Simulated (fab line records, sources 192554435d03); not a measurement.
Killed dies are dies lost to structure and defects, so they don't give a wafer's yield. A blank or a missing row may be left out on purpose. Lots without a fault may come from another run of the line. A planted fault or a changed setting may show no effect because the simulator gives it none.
Chamber matching | flow n5_finfet | N5_BEOL_M2_CO_CAP_55 on cvd_co-01: 3 sister chambers
The step material Co, precursor CCTBA/H2, target thk 2 nm, time 102.1 s. 6 wafers are shown with their chamber, then 12 later ones without.

WAFERS WITH THEIR CHAMBER
wafer  | chamber | heater_power_w (W) | heater_power_outer_w (W)
L088.5 | 1       | 256                | 131
L090.5 | 0       | 226                | 111
L090.6 | 2       | 215                | 107
L093.1 | 0       | 227                | 112
L093.4 | 1       | 259                | 128
L093.6 | 2       | 220                | 110

WAFERS WITHOUT THEIR CHAMBER
wafer  | heater_power_w (W) | heater_power_outer_w (W)
L094.1 | 215                | 107
L094.2 | 227                | 115
L094.6 | 224                | 111
L097.1 | 254                | 128
L097.2 | 217                | 109
L097.3 | 228                | 111
L095.3 | 216                | 103
L095.5 | 215                | 110
L095.6 | 228                | 114
L096.1 | 225                | 109
L096.4 | 251                | 131
L096.6 | 221                | 108

WHICH CHAMBER EACH WENT THROUGH
wafer  | from the rows above     | in truth
L094.1 | 2                       | 2
L094.2 | 0                       | 0
L094.6 | can't be placed: 0 or 2 | 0
L097.1 | 1                       | 1
L097.2 | 2                       | 2
L097.3 | 0                       | 0
L095.3 | 2                       | 2
L095.5 | 2                       | 2
L095.6 | 0                       | 0
L096.1 | can't be placed: 0 or 2 | 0
L096.4 | 1                       | 1
L096.6 | can't be placed: 2 or 0 | 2
Placed correctly: 9 of 12. Can't be placed from these rows: 3 (the true chamber is among the candidates in 3). Placed wrongly: 0.
How it was worked out, from the rows above alone: a wafer's distance from a chamber is the root of the sum, over the readings, of the square of ((its reading less the chamber's mean) divided by the reading's scatter). The wafer belongs to the nearest chamber; if the next one is less than 2 further off, it can't be placed. A chamber's mean is the mean of its shown wafers. The scatter: the root of (the sum of the squares of (reading less its chamber's mean) over the shown wafers, divided by (wafers less chambers)).
